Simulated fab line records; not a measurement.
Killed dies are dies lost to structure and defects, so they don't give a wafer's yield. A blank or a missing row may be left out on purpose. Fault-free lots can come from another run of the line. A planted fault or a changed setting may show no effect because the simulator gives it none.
Matching of chambers + flow nandHarc + rieDiel-09 running NHARC_A_STAIRCASE_TRIM_196: 4 sister chambers
The step chemistry O2, time 211.2 s. 24 wafers are shown with their chamber, then 12 later ones without.

## WAFERS WITH THEIR CHAMBER
| wafer  | chamber | showerheadPlenumPTorr (Torr) | drypumpMotorCurrentA (A) | oesProductAu (a.u.) |
|--------|---------|------------------------------|--------------------------|---------------------|
| L080.1 | 2       | 3.56                         | 5.3                      | 1.006               |
| L080.2 | 3       | 3.55                         | 5.2                      | 1.004               |
| L080.4 | 3       | 3.55                         | 5.3                      | 1.005               |
| L080.3 | 0       | 3.35                         | 4.8                      | 0.994               |
| L080.5 | 2       | 3.56                         | 5.3                      | 0.988               |
| L080.6 | 0       | 3.35                         | 4.8                      | 1.005               |
| L084.1 | 0       | 3.35                         | 4.8                      | 0.992               |
| L084.3 | 2       | 3.56                         | 5.3                      | 0.988               |
| L084.5 | 2       | 3.56                         | 5.3                      | 0.987               |
| L086.2 | 3       | 3.54                         | 5.2                      | 1.008               |
| L086.4 | 2       | 3.55                         | 5.3                      | 0.993               |
| L086.6 | 3       | 3.54                         | 5.2                      | 1.004               |
| L089.1 | 3       | 3.54                         | 5.3                      | 1.010               |
| L089.4 | 1       | 3.80                         | 5.4                      | 0.994               |
| L089.5 | 2       | 3.55                         | 5.3                      | 1.002               |
| L089.2 | 2       | 3.55                         | 5.3                      | 0.993               |
| L089.3 | 0       | 3.34                         | 4.8                      | 1.003               |
| L089.6 | 1       | 3.80                         | 5.4                      | 0.990               |
| L091.1 | 1       | 3.79                         | 5.4                      | 0.995               |
| L091.3 | 3       | 3.54                         | 5.2                      | 1.007               |
| L091.4 | 0       | 3.34                         | 4.9                      | 1.010               |
| L093.1 | 2       | 3.54                         | 5.3                      | 1.001               |
| L093.2 | 3       | 3.53                         | 5.2                      | 1.009               |
| L093.5 | 2       | 3.54                         | 5.3                      | 1.002               |

SIGNATURES (means of the wafers above)
| reading               | chamber 0 | chamber 1 | chamber 2 | chamber 3 | scatter within a chamber |
|-----------------------|-----------|-----------|-----------|-----------|--------------------------|
| showerheadPlenumPTorr | 3.3460    | 3.7967    | 3.5522    | 3.5414    | 0.00717                  |
| drypumpMotorCurrentA  | 4.820     | 5.400     | 5.300     | 5.229     | 0.0334                   |
| oesProductAu          | 1.00080   | 0.99300   | 0.99556   | 1.00671   | 0.00593                  |
Rule: distance of a wafer from a chamber = root of the sum over the readings of ((wafer's reading minus chamber's mean) / reading's scatter) squared. The wafer belongs to the nearest chamber; if the next one is less than 2 further off, it can't be placed. The scatter: take each reading less its chamber's mean, square it, sum over the shown wafers, divide by the number of wafers less the number of chambers, and take the root.

## WAFERS MISSING THEIR CHAMBER
| wafer  | showerheadPlenumPTorr (Torr) | drypumpMotorCurrentA (A) | oesProductAu (a.u.) |
|--------|------------------------------|--------------------------|---------------------|
| L093.3 | 3.79                         | 5.4                      | 1.000               |
| L093.4 | 3.79                         | 5.4                      | 0.984               |
| L093.6 | 3.53                         | 5.3                      | 1.012               |
| L095.1 | 3.54                         | 5.3                      | 0.992               |
| L095.2 | 3.34                         | 4.8                      | 0.993               |
| L095.6 | 3.79                         | 5.4                      | 0.989               |
| L097.1 | 3.53                         | 5.3                      | 1.018               |
| L097.2 | 3.54                         | 5.3                      | 0.989               |
| L097.5 | 3.53                         | 5.2                      | 1.008               |
| L097.3 | 3.34                         | 4.9                      | 1.002               |
| L097.4 | 3.79                         | 5.4                      | 1.008               |
| L097.6 | 3.34                         | 4.8                      | 1.002               |

## CHAMBER TAKEN BY EACH
| wafer  | from the rows above     | in truth |
|--------|-------------------------|----------|
| L093.3 | 1                       | 1        |
| L093.4 | 1                       | 1        |
| L093.6 | can't be placed: 3 or 2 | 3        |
| L095.1 | can't be placed: 2 or 3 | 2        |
| L095.2 | 0                       | 0        |
| L095.6 | 1                       | 1        |
| L097.1 | can't be placed: 3 or 2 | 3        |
| L097.2 | can't be placed: 2 or 3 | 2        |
| L097.5 | 3                       | 3        |
| L097.3 | 0                       | 0        |
| L097.4 | 1                       | 1        |
| L097.6 | 0                       | 0        |
Correct placement for 8 of the 12. These rows do not allow placing 4 (true chamber among the candidates in 4). Wrongly placed: 0.
